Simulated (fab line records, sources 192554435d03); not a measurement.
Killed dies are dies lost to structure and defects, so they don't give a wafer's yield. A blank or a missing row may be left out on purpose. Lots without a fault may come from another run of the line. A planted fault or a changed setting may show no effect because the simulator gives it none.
One fault seen from 3 desks | flow n5_finfet | each desk has only its own numbers; what lay behind them comes last

THE METROLOGY DESK
What the gauges read, lot by lot, whatever tool the lot ran on: means of the sampled wafers that have a number. A lot is out of limits, marked OUT, if its mean lies more than 4 standard deviations from the usual mean; the brackets give that distance.
Columns: A = M14_THK at N5_BEOL_M14_THK_MEAS_50, usual 566 nm; B = M14_RS at N5_BEOL_M14_RS_MEAS_54, usual 0.0331 ohm/sq; C = M15_ILD_THK at N5_BEOL_M15_THK_MEAS_01, usual 1620 nm; D = cd_nm at N5_BEOL_M15_CD_MEAS_10, usual 361.4 nm; E = V14_OVL at N5_BEOL_M15_OVL_MEAS_11, usual 1 nm
lot  | first seen here | A   | B      | C    | D     | E
L766 | day 11 16:25    | 557 | 0.0336 | 1622 | 362.9 | -2
L765 | day 11 16:41    | 549 | 0.0338 | 1601 | 362.0 | 7
L772 | day 13 00:50    | 577 | 0.0327 | 1624 | 364.8 | 10
L773 | day 13 04:21    | 559 | 0.0331 | 1607 | 364.2 | -3
L779 | day 17 21:17    | 575 | 0.0325 | 1624 | 361.9 | 2
L778 | day 19 03:08    | 557 | 0.0333 | 1598 | 362.6 | -5
This desk's finding: nothing out of limits on any of the 6 lots.

THE DEFECT DESK
What the inspections along the route counted, lot by lot: means of the sampled wafers that have a number. A lot is out of limits, marked OUT, if its mean lies more than 4 standard deviations from the usual mean; the brackets give that distance.
Columns: A = raw_defect_count at N5_BEOL_M14_INSPECT_55, usual 73; B = raw_defect_count at N5_BEOL_M15_INSPECT_12, usual 2.2
lot  | first seen here | A  | B
L766 | day 11 16:34    | 53 | 2.3
L765 | day 11 16:50    | 75 | 0.7
L772 | day 13 01:01    | 88 | 4.3
L773 | day 13 04:32    | 94 | 2.0
L779 | day 17 21:26    | 49 | 2.7
L778 | day 19 03:18    | 45 | 3.0
This desk's finding: nothing out of limits on any of the 6 lots.

THE TOOL OWNER'S DESK: litho_track-05
The tool's own readings at N5_BEOL_M15_COAT_04 (resist thk 800 nm): means of the sampled wafers that have a number, for each lot that ran on this tool. A lot is out of limits, marked OUT, if its mean lies more than 4 standard deviations from the usual mean; the brackets give that distance.
Columns: A = spin_speed_rpm at N5_BEOL_M15_COAT_04, usual 1703.8 rpm
lot  | first seen here | A
L766 | day 11 17:00    | 1702.5
L772 | day 13 01:21    | 2025.1 (+99 or more) OUT
L773 | day 13 04:52    | 2025.0 (+99 or more) OUT
This desk's finding: out of limits on L772, L773; first on L772, day 13 01:21 (spin_speed_rpm at N5_BEOL_M15_COAT_04). In limits: L766.

PUT TOGETHER
The tool owner's desk could have raised an alarm at day 13 01:21, on L772, L773.
The metrology desk saw nothing out of limits.
The defect desk saw nothing out of limits.
The metrology desk has L772, L773 on record, within its limits.
The defect desk has L772, L773 on record, within its limits.
Of the lots named, all ran N5_BEOL_M15_COAT_04 on litho_track-05.

WHAT THE SIMULATOR HAD PUT IN
Process parameter drift: litho_track-05, from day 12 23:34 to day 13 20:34, at N5_BEOL_M15_COAT_04. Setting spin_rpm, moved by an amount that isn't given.
Lots struck among those shown: L772, L773.
Hours from the fault's start to each desk's first reading out of limits: the tool owner's desk, 2.
